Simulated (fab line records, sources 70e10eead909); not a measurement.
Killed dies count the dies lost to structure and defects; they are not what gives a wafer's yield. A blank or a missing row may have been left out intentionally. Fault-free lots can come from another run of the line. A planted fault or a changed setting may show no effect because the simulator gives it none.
Matching of chambers    flow nand_harc    rie_diel-08 running NHARC_A_ZERO_WELL_DESCUM_12: 4 sister chambers
The step chemistry O2, time 3 s. 16 wafers are shown with their chamber, then 8 later ones without.

== WAFERS PAIRED WITH THEIR CHAMBERS ==
wafer   chamber  oes_product_au (a.u.)  rf_vpp_V (V)  throttle_valve_pct (%)
L859.1  1        0.985                  59.1          11.319
L859.3  2        0.993                  58.5          11.320
L859.6  1        0.992                  58.9          11.304
L862.3  1        0.995                  58.2          11.313
L862.5  3        0.993                  57.4          11.313
L862.6  2        0.981                  56.7          11.316
L864.2  1        0.998                  59.1          11.311
L864.3  3        0.989                  58.7          11.308
L864.4  2        0.997                  57.3          11.298
L865.1  3        0.996                  56.9          11.307
L865.4  2        0.980                  57.3          11.312
L865.5  3        0.988                  56.2          11.313
L867.3  3        1.002                  58.1          11.298
L867.5  2        0.990                  59.6          11.316
L867.6  1        1.010                  57.5          11.311
L875.1  0        1.000                  57.4          11.311

SIGNATURES (averages over the wafers above)
reading             chamber 0  chamber 1  chamber 2  chamber 3  scatter within a chamber
oes_product_au      1.00000    0.99600    0.98820    0.99360    0.00758
rf_vpp_V            57.400     58.560     57.880     57.460     0.967
throttle_valve_pct  11.31100   11.31160   11.31240   11.30780   0.00681
Rule: a wafer's distance from a chamber is the root of the sum, over the readings, of the square of ((its reading less the chamber's mean) divided by the reading's scatter). The wafer belongs to the nearest chamber; if the next one is less than 2 further off, it can't be placed. The scatter is the square root of a quotient: the sum, over the shown wafers, of each reading's squared deviation from its chamber's mean, divided by wafers minus chambers.

== WAFERS WHOSE CHAMBER IS MISSING ==
wafer   oes_product_au (a.u.)  rf_vpp_V (V)  throttle_valve_pct (%)
L875.3  0.982                  58.3          11.305
L875.6  1.010                  57.9          11.314
L879.1  1.016                  57.1          11.306
L879.4  1.011                  58.6          11.299
L879.6  0.996                  57.7          11.288
L882.1  0.993                  56.2          11.316
L882.2  0.986                  56.6          11.322
L882.6  0.991                  59.1          11.315

== EACH ONE'S CHAMBER ==
wafer   from the rows above                in truth
L875.3  can't be placed: 2 or 3 or 1 or 0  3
L875.6  can't be placed: 0 or 1 or 3 or 2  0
L879.1  can't be placed: 0 or 3 or 1 or 2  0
L879.4  can't be placed: 0 or 1 or 3 or 2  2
L879.6  can't be placed: 3 or 0 or 1 or 2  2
L882.1  can't be placed: 0 or 3 or 2 or 1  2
L882.2  can't be placed: 2 or 3 or 0 or 1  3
L882.6  can't be placed: 1 or 2 or 3 or 0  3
0 of 8 placed correctly. From these rows, 8 cannot be placed; in 8 the true chamber is one of the candidates. 0 placed wrongly.
